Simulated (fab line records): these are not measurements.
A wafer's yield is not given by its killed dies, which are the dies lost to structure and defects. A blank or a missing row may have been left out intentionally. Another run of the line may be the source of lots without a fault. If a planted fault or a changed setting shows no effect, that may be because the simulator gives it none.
fab line records	flow n5_finfet
[record] lots = 24	wafers = 72	last_day = 20
route steps=1938 shown BEOL_M4@1099 BEOL_M5@1113
lots with no fault: from the same line, run without faults
start_h: start of the lot's first displayed wafer, in hours after the record's first day	wait_h: how many hours have passed since the lot's step before this one	" the same as in the row above	L1.1+2: a single row standing in for several wafers	- no value, or no start given	* or withheld: withheld	< > ~ a bound
route shown NAME@n: NAME is a module with steps in the file, n the number in the route of the first one	usual: mean/standard deviation of fault-free wafers	same: alike in all rows	chamber/n: place in a boat	sites: per-site readings	_std_site: standard deviation across them	_edge_site: mean of outer sites minus mean of inner sites	radius_mm: how far each site lies from the wafer's centre	mask NAME#n: copy n	behind: tool/chamber where the wafer was last shaped	hold: why the lot went on hold/how many hours it stayed there/how the hold came to an end	device: transistor that didn't switch, given as n, p or np	end of line: the same wafers' tests at the end of the route	where a step has no rows: the recipe by itself	killed: dies that structure and defects cost at the first sort, which is not the same as the wafer's yield	map: shows each die of a wafer: x if killed, . if not, _ if none is there
set.NAME: the run value of the setting; set.NAME@STEP: its run value at that earlier step	model.NAME: the simulator's own value behind a step, which no gauge read
one table for each step of the route and one row for each wafer, over a sample of lots
services: a tool's chamber out of use, with start hour (start_h, from the record's first day; less than 0 if before it), hours out, and reason
[[steps]]
[step N5_BEOL_M4_ANNEAL_95]
[recipe] temp_c = 400	time_s = 240	ambient = vacuum
[usual] heater_power_w = 832/49
lot.wafer	tool	chamber	start_h	wait_h	heater_power_w
L074.1	pvd_sputter-01	-	191.89	0.0	863
L074.4	"	-	"	"	737
L074.6	"	-	"	"	728
L076.2	pvd_sputter-02	-	194.80	0.0	834
L076.3	"	-	"	"	882
L076.5	"	-	"	"	894
L075.1	pvd_sputter-01	-	199.86	0.0	772
L075.4	"	-	"	"	847
L075.5	"	-	"	"	719
L079.4	pvd_sputter-02	-	221.21	0.0	863
L079.5	"	-	"	"	853
L079.6	"	-	"	"	883
L077.1	pvd_sputter-02	-	223.09	0.0	885
L077.4	"	-	"	"	878
L077.5	"	-	"	"	885
L078.1	pvd_sputter-01	-	228.25	0.0	844
L078.4	"	-	"	"	857
L078.6	"	-	"	"	845
L081.1	pvd_sputter-03	-	228.44	0.0	809
L081.4	"	-	"	"	887
L081.5	"	-	"	"	833
L080.2	pvd_sputter-02	-	232.19	0.0	868
L080.3	"	-	"	"	857
L080.6	"	-	"	"	871
L083.1	pvd_sputter-03	-	243.99	0.0	793
L083.4	"	-	"	"	818
L083.6	"	-	"	"	838
L082.1	pvd_sputter-03	-	253.78	0.0	877
L082.5	"	-	"	"	874
L082.6	"	-	"	"	774
L084.2	pvd_sputter-02	-	262.50	0.0	906
L084.3	"	-	"	"	814
L084.5	"	-	"	"	886
L085.3	pvd_sputter-03	-	262.64	0.0	904
L085.4	"	-	"	"	813
L085.5	"	-	"	"	749
L086.1	pvd_sputter-02	-	264.34	0.0	801
L086.4	"	-	"	"	870
L086.5	"	-	"	"	870
L087.4	pvd_sputter-02	-	267.60	0.0	845
L087.5	"	-	"	"	855
L087.6	"	-	"	"	870
L089.3	pvd_sputter-02	-	274.06	0.0	873
L089.4	"	-	"	"	875
L089.6	"	-	"	"	882
L088.1	pvd_sputter-02	-	294.60	0.0	888
L088.4	"	-	"	"	873
L088.6	"	-	"	"	855
L090.1	pvd_sputter-01	-	298.19	0.0	743
L090.5	"	-	"	"	797
L090.6	"	-	"	"	726
L091.2	pvd_sputter-03	-	298.42	0.0	800
L091.3	"	-	"	"	760
L091.4	"	-	"	"	814
L092.2	pvd_sputter-01	-	303.54	0.0	838
L092.4	"	-	"	"	723
L092.5	"	-	"	"	827
L093.2	pvd_sputter-01	-	305.50	0.0	820
L093.3	"	-	"	"	854
L093.4	"	-	"	"	729
L094.2	pvd_sputter-01	-	315.16	0.0	728
L094.4	"	-	"	"	846
L094.5	"	-	"	"	819
L095.1	pvd_sputter-03	-	337.59	0.0	868
L095.3	"	-	"	"	813
L095.6	"	-	"	"	866
L096.2	pvd_sputter-02	-	343.54	0.0	805
L096.4	"	-	"	"	881
L096.6	"	-	"	"	909
L097.1	pvd_sputter-02	-	346.96	0.0	912
L097.2	"	-	"	"	798
L097.5	"	-	"	"	878
[step N5_BEOL_M4_PRE_CLEAN_60]
[recipe] gas = NH3/H2	time_s = 15	temp_c = *	rf_power_w = 300
[usual] heater_power_outer_w = 16/13	heater_power_w = 79/24
lot.wafer	tool	chamber	start_h	wait_h	heater_power_outer_w	heater_power_w	since_wet_clean_h
L074.1	cvd_co-02	1	192.97	0.0	8	69	1172
L074.4	"	2	"	"	2	53	-
L074.6	"	1	"	"	8	68	-
L076.2	cvd_co-02	0	195.83	0.0	33	113	737
L076.3	"	1	"	"	8	67	1175
L076.5	"	2	"	"	2	51	-
L075.1	cvd_co-02	0	200.95	0.0	33	109	742
L075.4	"	2	"	"	2	52	-
L075.5	"	0	"	"	34	112	-
L079.4	cvd_co-02	1	222.19	0.1	8	67	-
L079.5	"	2	"	"	2	52	-
L079.6	"	0	"	"	34	113	-
L077.1	cvd_co-01	1	224.05	0.0	12	68	87
L077.4	"	0	"	"	19	84	-
L077.5	"	1	"	"	12	68	-
L078.1	cvd_co-01	2	229.22	0.0	16	75	530
L078.4	"	2	"	"	16	78	-
L078.6	"	0	"	"	19	85	-
L081.1	cvd_co-02	0	229.50	0.0	32	113	771
L081.4	"	2	"	"	2	51	-
L081.5	"	0	"	"	33	111	-
L080.2	cvd_co-02	1	233.15	0.0	8	66	1212
L080.3	"	0	"	"	34	110	774
L080.6	"	2	"	"	2	52	-
L083.1	cvd_co-02	2	244.96	0.0	3	52	327
L083.4	"	2	"	"	2	52	-
L083.6	"	0	"	"	33	112	-
L082.1	cvd_co-02	1	254.76	0.1	8	68	1233
L082.5	"	1	"	"	8	67	-
L082.6	"	0	"	"	33	112	-
L084.2	cvd_co-02	0	263.46	0.0	34	117	805
L084.3	"	2	"	"	2	52	345
L084.5	"	2	"	"	2	51	-
L085.3	cvd_co-02	2	263.61	0.0	2	52	346
L085.4	"	0	"	"	33	113	-
L085.5	"	2	"	"	3	53	-
L086.1	cvd_co-02	0	265.31	0.0	34	111	807
L086.4	"	2	"	"	3	53	-
L086.5	"	1	"	"	8	67	-
L087.4	cvd_co-02	1	270.16	0.6	8	66	-
L087.5	"	0	"	"	33	111	-
L087.6	"	1	"	"	8	66	-
L089.3	cvd_co-02	1	277.52	0.5	8	67	-
L089.4	"	0	"	"	33	113	-
L089.6	"	0	"	"	33	111	-
L088.1	cvd_co-02	2	296.69	0.1	2	52	379
L088.4	"	1	"	"	8	68	-
L088.6	"	2	"	"	3	53	-
L090.1	cvd_co-02	1	299.17	0.0	8	68	1278
L090.5	"	0	"	"	33	111	-
L090.6	"	1	"	"	8	70	-
L091.2	cvd_co-02	2	299.43	0.0	3	52	381
L091.3	"	1	"	"	8	68	1278
L091.4	"	2	"	"	3	52	-
L092.2	cvd_co-02	2	304.50	0.0	3	53	387
L092.4	"	0	"	"	33	111	-
L092.5	"	1	"	"	8	66	-
L093.2	cvd_co-02	2	306.46	0.0	3	51	388
L093.3	"	0	"	"	33	116	848
L093.4	"	0	"	"	34	114	-
L094.2	cvd_co-02	1	316.19	0.0	8	66	1295
L094.4	"	2	"	"	3	52	-
L094.5	"	1	"	"	8	69	-
L095.1	cvd_co-02	2	338.75	0.2	3	53	421
L095.3	"	2	"	"	3	52	-
L095.6	"	0	"	"	33	111	-
L096.2	cvd_co-02	0	344.77	0.0	34	113	886
L096.4	"	2	"	"	3	52	-
L096.6	"	0	"	"	35	112	-
L097.1	cvd_co-01	2	348.76	0.1	17	80	649
L097.2	"	1	"	"	13	68	212
L097.5	"	2	"	"	17	76	-
[step N5_BEOL_M5_CURE_79]
[recipe] temp_c = 385	time_s = 240	ambient = He/Ar	material = SiCOH_lowk
[usual] lamp_power_pct = 52.32/0.054	wafer_temp_C_max = 386.4/0.41
lot.wafer	tool	chamber	start_h	wait_h	lamp_power_pct	wafer_temp_C_max
L074.1	uv_cure-03	2	194.30	0.1	52.20	386.3
L074.4	"	2	"	"	52.23	387.0
L074.6	"	2	"	"	52.37	386.5
L076.2	uv_cure-02	1	197.21	0.1	52.41	386.8
L076.3	"	1	"	"	52.38	386.5
L076.5	"	1	"	"	52.31	386.0
L075.1	uv_cure-02	2	202.30	0.1	52.26	386.3
L075.4	"	2	"	"	52.26	387.4
L075.5	"	2	"	"	52.30	386.9
L079.4	uv_cure-01	1	223.74	0.3	52.38	386.3
L079.5	"	1	"	"	52.30	386.6
L079.6	"	1	"	"	52.30	386.2
L077.1	uv_cure-02	1	225.35	0.0	52.24	386.6
L077.4	"	1	"	"	52.31	386.5
L077.5	"	1	"	"	52.38	386.8
L078.1	uv_cure-02	0	230.54	0.0	52.25	386.7
L078.4	"	0	"	"	52.40	386.1
L078.6	"	0	"	"	52.32	386.1
L081.1	uv_cure-03	1	230.81	0.0	52.29	386.6
L081.4	"	1	"	"	52.36	387.0
L081.5	"	1	"	"	52.28	386.3
L080.2	uv_cure-01	1	234.56	0.1	52.29	386.8
L080.3	"	1	"	"	52.20	386.4
L080.6	"	1	"	"	52.23	385.9
L083.1	uv_cure-03	1	246.26	0.0	52.36	386.2
L083.4	"	1	"	"	52.30	386.1
L083.6	"	1	"	"	52.26	386.2
L082.1	uv_cure-03	0	256.06	0.0	52.27	386.4
L082.5	"	0	"	"	52.36	386.3
L082.6	"	0	"	"	52.33	386.1
L084.2	uv_cure-01	0	264.84	0.1	52.35	386.6
L084.3	"	0	"	"	52.39	386.5
L084.5	"	0	"	"	52.31	386.7
L085.3	uv_cure-03	0	265.07	0.2	52.30	385.9
L085.4	"	0	"	"	52.27	386.0
L085.5	"	0	"	"	52.36	386.1
L086.1	uv_cure-03	2	266.60	0.0	52.24	386.6
L086.4	"	2	"	"	52.33	386.8
L086.5	"	2	"	"	52.34	386.9
L087.4	uv_cure-01	1	272.32	0.8	52.27	386.8
L087.5	"	1	"	"	52.27	385.9
L087.6	"	1	"	"	52.46	386.5
L089.3	uv_cure-02	1	279.02	0.2	52.36	386.1
L089.4	"	1	"	"	52.25	386.9
L089.6	"	1	"	"	52.40	386.3
L088.1	uv_cure-03	2	298.01	0.0	52.39	386.6
L088.4	"	2	"	"	52.24	386.1
L088.6	"	2	"	"	52.40	387.0
L090.1	uv_cure-03	0	300.49	0.1	52.37	385.6
L090.5	"	0	"	"	52.33	385.6
L090.6	"	0	"	"	52.33	385.3
L091.2	uv_cure-03	1	301.05	0.4	52.29	387.1
L091.3	"	1	"	"	52.19	386.5
L091.4	"	1	"	"	52.39	387.1
L092.2	uv_cure-03	0	305.89	0.1	52.37	386.1
L092.4	"	0	"	"	52.35	385.9
L092.5	"	0	"	"	52.31	386.3
L093.2	uv_cure-01	0	307.85	0.1	52.27	386.2
L093.3	"	0	"	"	52.32	386.9
L093.4	"	0	"	"	52.27	386.7
L094.2	uv_cure-03	0	317.87	0.4	52.33	385.7
L094.4	"	0	"	"	52.31	386.3
L094.5	"	0	"	"	52.23	385.8
L095.1	uv_cure-01	1	340.10	0.0	52.43	386.5
L095.3	"	1	"	"	52.28	386.0
L095.6	"	1	"	"	52.32	385.9
L096.2	uv_cure-02	2	346.20	0.1	52.30	385.8
L096.4	"	2	"	"	52.30	386.5
L096.6	"	2	"	"	52.32	386.8
L097.1	uv_cure-03	1	350.05	0.0	52.31	386.2
L097.2	"	1	"	"	52.31	385.9
L097.5	"	1	"	"	52.33	386.2
[step N5_BEOL_M5_HM_DEP_02]
[recipe] material = TiN	target_thk_a = 200	temp_c = 25	chamber_pressure_pa = 0.49996
[usual] substrate_temp_c = 24.98/0.1	throttle_valve_pct = 30.3/0.54
lot.wafer	tool	chamber	start_h	wait_h	substrate_temp_c	throttle_valve_pct
L074.1	pvd_sputter-03	-	195.18	0.3	25.08	30.5
L074.4	"	-	"	"	25.04	29.4
L074.6	"	-	"	"	24.97	30.3
L076.2	pvd_sputter-02	-	199.42	1.7	24.80	30.1
L076.3	"	-	"	"	25.08	30.4
L076.5	"	-	"	"	25.10	30.0
L075.1	pvd_sputter-03	-	205.10	2.2	24.98	30.2
L075.4	"	-	"	"	25.10	29.9
L075.5	"	-	"	"	24.99	30.1
L079.4	pvd_sputter-01	-	225.76	1.7	24.92	31.2
L079.5	"	-	"	"	24.92	31.7
L079.6	"	-	"	"	24.85	30.4
L077.1	pvd_sputter-02	-	226.23	0.3	24.99	30.4
L077.4	"	-	"	"	24.93	30.2
L077.5	"	-	"	"	24.95	30.9
L078.1	pvd_sputter-02	-	232.71	1.6	25.13	30.9
L078.4	"	-	"	"	25.04	30.0
L078.6	"	-	"	"	24.84	30.2
L081.1	pvd_sputter-02	-	233.13	1.3	24.85	30.1
L081.4	"	-	"	"	25.14	31.1
L081.5	"	-	"	"	24.83	30.1
L080.2	pvd_sputter-03	-	235.83	0.8	24.90	30.2
L080.3	"	-	"	"	25.08	30.7
L080.6	"	-	"	"	24.72	30.3
L083.1	pvd_sputter-02	-	249.66	2.4	25.06	30.0
L083.4	"	-	"	"	25.08	29.7
L083.6	"	-	"	"	24.91	29.6
L082.1	pvd_sputter-01	-	257.07	0.4	24.92	30.5
L082.5	"	-	"	"	24.94	30.6
L082.6	"	-	"	"	24.91	30.1
L084.2	pvd_sputter-02	-	265.88	0.6	24.99	31.0
L084.3	"	-	"	"	24.87	29.9
L084.5	"	-	"	"	25.02	30.2
L085.3	pvd_sputter-03	-	267.57	2.1	25.08	29.5
L085.4	"	-	"	"	24.91	30.8
L085.5	"	-	"	"	24.90	30.4
L086.1	pvd_sputter-01	-	267.99	0.8	24.94	31.1
L086.4	"	-	"	"	24.99	29.9
L086.5	"	-	"	"	24.89	31.4
L087.4	pvd_sputter-03	-	274.58	1.9	24.71	30.1
L087.5	"	-	"	"	24.98	30.4
L087.6	"	-	"	"	24.88	30.1
L089.3	pvd_sputter-03	-	280.39	1.0	24.84	30.3
L089.4	"	-	"	"	24.78	30.4
L089.6	"	-	"	"	24.95	29.6
L088.1	pvd_sputter-03	-	298.92	0.3	24.92	30.3
L088.4	"	-	"	"	25.10	30.9
L088.6	"	-	"	"	24.96	30.0
L090.1	pvd_sputter-02	-	301.09	0.0	24.90	30.1
L090.5	"	-	"	"	25.02	31.2
L090.6	"	-	"	"	24.96	30.1
L091.2	pvd_sputter-03	-	301.59	0.1	24.95	30.6
L091.3	"	-	"	"	24.97	29.8
L091.4	"	-	"	"	25.02	30.0
L092.2	pvd_sputter-02	-	308.24	1.9	24.97	31.3
L092.4	"	-	"	"	25.03	30.3
L092.5	"	-	"	"	25.01	30.3
L093.2	pvd_sputter-02	-	309.12	0.8	24.95	29.8
L093.3	"	-	"	"	25.09	31.1
L093.4	"	-	"	"	25.04	30.1
L094.2	pvd_sputter-02	-	319.00	0.2	25.20	31.2
L094.4	"	-	"	"	24.99	30.2
L094.5	"	-	"	"	25.06	30.1
L095.1	pvd_sputter-03	-	341.05	0.4	24.95	30.3
L095.3	"	-	"	"	24.93	29.4
L095.6	"	-	"	"	25.11	30.2
L096.2	pvd_sputter-02	-	347.46	0.8	25.02	30.4
L096.4	"	-	"	"	25.11	30.9
L096.6	"	-	"	"	25.06	30.8
L097.1	pvd_sputter-03	-	351.59	1.0	25.04	29.9
L097.2	"	-	"	"	25.08	29.6
L097.5	"	-	"	"	25.08	30.5
[step N5_BEOL_M5_CD_MEAS_28]
[recipe] target_cd_nm = 30.6	landing_energy_ev = 500	detector = se_inlens	target_cd_y_nm = 20	polarity = opening
[usual] cd_nm = 30.60/0.25
lot.wafer	tool	chamber	start_h	wait_h	cd_nm
L074.1	cd_sem-01	0	199.08	-	30.54
L074.4	"	0	"	"	30.63
L074.6	"	0	"	"	30.49
L076.2	cd_sem-03	0	200.82	-	30.69
L076.3	"	0	"	"	30.90
L076.5	"	0	"	"	30.58
L075.1	cd_sem-01	0	211.34	-	30.52
L075.4	"	0	"	"	30.51
L075.5	"	0	"	"	30.07
L079.4	cd_sem-02	0	228.62	-	30.57
L079.5	"	0	"	"	30.42
L079.6	"	0	"	"	30.25
L077.1	cd_sem-01	0	228.79	-	30.73
L077.4	"	0	"	"	30.96
L077.5	"	0	"	"	30.49
L078.1	cd_sem-01	0	234.72	-	30.48
L078.4	"	0	"	"	30.39
L078.6	"	0	"	"	30.86
L081.1	cd_sem-01	0	234.77	-	30.66
L081.4	"	0	"	"	30.44
L081.5	"	0	"	"	30.65
L080.2	cd_sem-01	0	240.74	-	30.72
L080.3	"	0	"	"	30.74
L080.6	"	0	"	"	30.58
L083.1	cd_sem-02	0	251.72	-	30.55
L083.4	"	0	"	"	30.33
L083.6	"	0	"	"	30.45
L082.1	cd_sem-02	0	258.63	-	30.09
L082.5	"	0	"	"	30.24
L082.6	"	0	"	"	30.67
L084.2	cd_sem-03	0	267.40	-	30.55
L084.3	"	0	"	"	30.30
L084.5	"	0	"	"	30.81
L086.1	cd_sem-03	0	273.62	-	30.86
L086.4	"	0	"	"	30.55
L086.5	"	0	"	"	30.32
L085.3	cd_sem-01	0	273.80	-	30.42
L085.4	"	0	"	"	30.41
L085.5	"	0	"	"	30.74
L087.4	cd_sem-03	0	281.99	-	30.46
L087.5	"	0	"	"	30.70
L087.6	"	0	"	"	30.60
L089.3	cd_sem-02	0	282.04	-	30.26
L089.4	"	0	"	"	30.47
L089.6	"	0	"	"	30.92
L088.1	cd_sem-03	0	300.53	-	30.47
L088.4	"	0	"	"	30.75
L088.6	"	0	"	"	30.92
L090.1	cd_sem-03	0	303.77	-	30.44
L090.5	"	0	"	"	30.77
L090.6	"	0	"	"	30.89
L091.2	cd_sem-01	0	303.95	-	30.13
L091.3	"	0	"	"	30.89
L091.4	"	0	"	"	30.55
L092.2	cd_sem-03	0	309.59	-	30.28
L092.4	"	0	"	"	30.47
L092.5	"	0	"	"	30.64
L093.2	cd_sem-01	0	313.57	-	30.88
L093.3	"	0	"	"	30.66
L093.4	"	0	"	"	30.47
L094.2	cd_sem-03	0	321.68	-	30.21
L094.4	"	0	"	"	30.17
L094.5	"	0	"	"	30.30
L095.1	cd_sem-03	0	343.64	-	30.67
L095.3	"	0	"	"	30.62
L095.6	"	0	"	"	30.46
L096.2	cd_sem-02	0	350.29	-	30.87
L096.4	"	0	"	"	30.36
L096.6	"	0	"	"	31.27
L097.1	cd_sem-02	0	355.81	-	31.10
L097.2	"	0	"	"	31.05
L097.5	"	0	"	"	30.59
[step N5_BEOL_M5_ETCH_67]
[recipe] chemistry = CF4	target = SiARC	target_depth_a = 156	mask_material = CAR-EUV	time_s = 26	ion_energy_ev = 80	pressure_mtorr = 40	source_w = 545	bias_w = 36	Ar_flow_sccm = 100	cf4_flow_sccm = 100	ends = cleared
[usual] drypump_motor_current_A = 5.7/0.51	etch_rf_on_time_s = 26.2/0.4	oes_product_au = 0.67/0.063	rf_vpp_V = 183.9/1.1	showerhead_plenum_p_Torr = 2.13/0.064	throttle_valve_pct = 15.49/0.15
lot.wafer	tool	chamber	start_h	wait_h	drypump_motor_current_A	etch_rf_on_time_s	oes_product_au	rf_hours_counter_h	rf_vpp_V	showerhead_plenum_p_Torr	throttle_valve_pct
L074.1	rie_diel-06	3	199.28	0.0	5.8	26.5	0.67	108	183.9	2.07	15.70
L074.4	"	1	"	"	5.2	26.0	0.68	95	184.1	2.07	15.52
L074.6	"	3	"	"	5.8	26.2	0.67	-	181.9	2.07	15.70
L076.2	rie_diel-05	2	200.99	0.0	5.3	26.5	0.76	35	183.4	2.10	15.38
L076.3	"	0	"	"	5.0	26.7	0.65	165	183.9	2.22	15.50
L076.5	"	0	"	"	5.0	26.6	0.65	-	185.4	2.22	15.50
L075.1	rie_diel-02	3	211.52	0.0	4.7	25.3	0.70	71	184.4	2.08	15.31
L075.4	"	1	"	"	6.4	25.6	0.73	41	185.4	2.27	15.45
L075.5	"	1	"	"	6.4	25.8	0.74	-	185.3	2.27	15.45
L079.4	rie_diel-02	2	228.79	0.0	6.1	25.5	0.70	80	183.8	2.17	15.64
L079.5	"	0	"	"	5.7	26.2	0.69	-	184.5	2.16	15.26
L079.6	"	1	"	"	6.4	25.7	0.73	-	184.9	2.27	15.47
L077.1	rie_diel-05	2	228.97	0.0	5.3	26.2	0.76	43	184.2	2.10	15.39
L077.4	"	3	"	"	5.8	26.8	0.62	160	185.1	2.22	15.34
L077.5	"	2	"	"	5.3	26.5	0.76	-	183.1	2.10	15.40
L078.1	rie_diel-06	1	235.17	0.0	5.2	25.8	0.68	105	182.3	2.07	15.53
L078.4	"	0	"	"	6.2	25.9	0.59	-	184.7	2.11	15.56
L078.6	"	3	"	"	5.8	26.2	0.67	-	182.8	2.07	15.73
L081.1	rie_diel-05	0	235.21	0.0	5.0	26.7	0.63	175	185.1	2.22	15.53
L081.4	"	3	"	"	5.8	26.6	0.63	162	185.3	2.22	15.36
L081.5	"	2	"	"	5.3	26.4	0.76	-	182.1	2.10	15.41
L080.2	rie_diel-06	1	240.94	0.0	5.2	26.0	0.68	108	184.4	2.07	15.54
L080.3	"	3	"	"	5.8	26.2	0.66	121	183.0	2.07	15.73
L080.6	"	0	"	"	6.2	25.8	0.59	-	184.8	2.11	15.54
L083.1	rie_diel-05	3	251.89	0.0	5.8	26.8	0.62	167	185.3	2.22	15.35
L083.4	"	0	"	"	5.0	26.6	0.63	180	183.3	2.22	15.53
L083.6	"	3	"	"	5.8	26.6	0.62	-	185.8	2.22	15.37
L082.1	rie_diel-06	3	259.05	0.0	5.8	26.3	0.66	129	183.9	2.06	15.75
L082.5	"	3	"	"	5.8	26.2	0.66	-	184.7	2.06	15.75
L082.6	"	0	"	"	6.2	26.3	0.58	-	183.6	2.11	15.56
L084.2	rie_diel-06	0	267.70	0.0	6.2	25.9	0.59	253	184.0	2.11	15.57
L084.3	"	3	"	"	5.8	26.2	0.66	131	182.3	2.06	15.75
L084.5	"	3	"	"	5.8	26.2	0.66	-	183.6	2.06	15.75
L086.1	rie_diel-05	2	274.20	0.0	5.3	26.4	0.74	55	183.5	2.09	15.42
L086.4	"	3	"	"	5.8	26.4	0.62	172	183.7	2.22	15.38
L086.5	"	0	"	"	5.0	26.3	0.63	-	184.6	2.22	15.55
L085.3	rie_diel-06	1	274.34	0.0	5.3	26.4	0.66	120	185.1	2.07	15.57
L085.4	"	3	"	"	5.8	26.1	0.66	-	183.2	2.06	15.77
L085.5	"	2	"	"	6.6	25.8	0.86	-	183.5	2.11	15.39
L087.4	rie_diel-05	2	282.46	0.0	5.3	26.4	0.74	57	184.4	2.09	15.44
L087.5	"	0	"	"	5.0	26.4	0.63	-	184.7	2.22	15.54
L087.6	"	3	"	"	5.8	26.4	0.62	-	185.0	2.22	15.37
L089.3	rie_diel-02	1	282.52	0.0	6.4	25.9	0.71	61	185.3	2.26	15.50
L089.4	"	2	"	"	6.1	25.7	0.67	96	184.1	2.16	15.66
L089.6	"	3	"	"	4.7	25.6	0.68	-	182.1	2.07	15.36
L088.1	rie_diel-06	1	300.87	0.0	5.2	26.6	0.65	129	183.5	2.06	15.59
L088.4	"	2	"	"	6.6	26.4	0.81	9	183.8	2.10	15.43
L088.6	"	2	"	"	6.6	26.3	0.82	-	183.1	2.10	15.41
L090.1	rie_diel-02	3	303.95	0.0	4.7	26.1	0.67	98	183.5	2.07	15.37
L090.5	"	1	"	"	6.4	26.1	0.70	-	186.4	2.26	15.50
L090.6	"	0	"	"	5.7	26.5	0.65	-	183.5	2.15	15.29
L091.2	rie_diel-06	1	304.40	0.0	5.2	26.1	0.65	130	182.3	2.06	15.58
L091.3	"	2	"	"	6.6	25.7	0.81	10	184.9	2.10	15.42
L091.4	"	0	"	"	6.2	25.0	0.83	5	184.2	2.11	15.07
L092.2	rie_diel-06	2	310.08	0.0	6.6	25.8	0.81	12	182.9	2.10	15.42
L092.4	"	0	"	"	6.2	25.4	0.82	7	184.4	2.10	15.06
L092.5	"	2	"	"	6.6	26.0	0.80	-	183.2	2.10	15.42
L093.2	rie_diel-02	0	313.74	0.0	5.8	26.3	0.66	131	184.8	2.15	15.32
L093.3	"	2	"	"	6.1	25.9	0.66	106	184.8	2.16	15.67
L093.4	"	3	"	"	4.8	25.6	0.66	101	182.2	2.07	15.38
L094.2	rie_diel-05	3	322.84	0.0	5.8	26.7	0.61	187	185.1	2.21	15.39
L094.4	"	2	"	"	5.3	26.7	0.72	69	184.1	2.09	15.45
L094.5	"	0	"	"	5.0	26.7	0.62	-	182.9	2.21	15.58
L095.1	rie_diel-06	1	344.16	0.0	5.2	26.6	0.64	145	183.5	2.06	15.60
L095.3	"	2	"	"	6.6	26.3	0.78	25	182.0	2.10	15.44
L095.6	"	1	"	"	5.2	26.5	0.64	-	181.5	2.06	15.61
L096.2	rie_diel-05	2	350.46	0.0	5.3	26.2	0.72	77	182.4	2.08	15.47
L096.4	"	3	"	"	5.8	26.5	0.62	195	185.4	2.21	15.43
L096.6	"	3	"	"	5.8	26.3	0.61	-	184.4	2.21	15.42
L097.1	rie_diel-05	2	356.07	0.0	5.3	27.2	0.71	79	183.8	2.08	15.46
L097.2	"	0	"	"	5.0	27.0	0.61	206	183.3	2.21	15.57
L097.5	"	3	"	"	5.8	27.1	0.60	-	185.0	2.21	15.42
[[services]]
tool	chamber	start_h	hours	kind
uv_cure-03	-	168.50	1.0	repair
rie_diel-02	3	173.20	15.3	repair
cvd_co-02	-	179.15	2.8	repair
rie_diel-02	0	191.16	13.6	repair
uv_cure-01	-	207.39	0.5	repair
cvd_co-01	-	210.62	0.6	repair
cvd_co-01	-	239.13	65.6	repair
cvd_co-02	2	266.37	19.5	repair
rie_diel-05	1	268.62	5.2	repair
uv_cure-02	-	269.60	5.0	repair
uv_cure-03	-	284.35	6.0	pm
uv_cure-01	-	293.69	7.5	pm
pvd_sputter-02	-	295.39	5.2	repair
rie_diel-05	0	295.90	7.5	repair
rie_diel-02	-	306.21	0.9	repair
cvd_co-01	1	309.33	3.2	repair
rie_diel-05	-	311.94	4.3	pm
rie_diel-06	0	313.92	13.7	repair
cvd_co-01	-	320.26	1.1	repair
cvd_co-02	0	322.10	5.2	repair
rie_diel-05	-	332.69	0.7	repair
cvd_co-02	1	333.43	-	clean
cvd_co-02	1	333.43	22.0	scheduled_down
cvd_co-02	1	333.43	22.0	vent_cycle
[[key]]
fault none
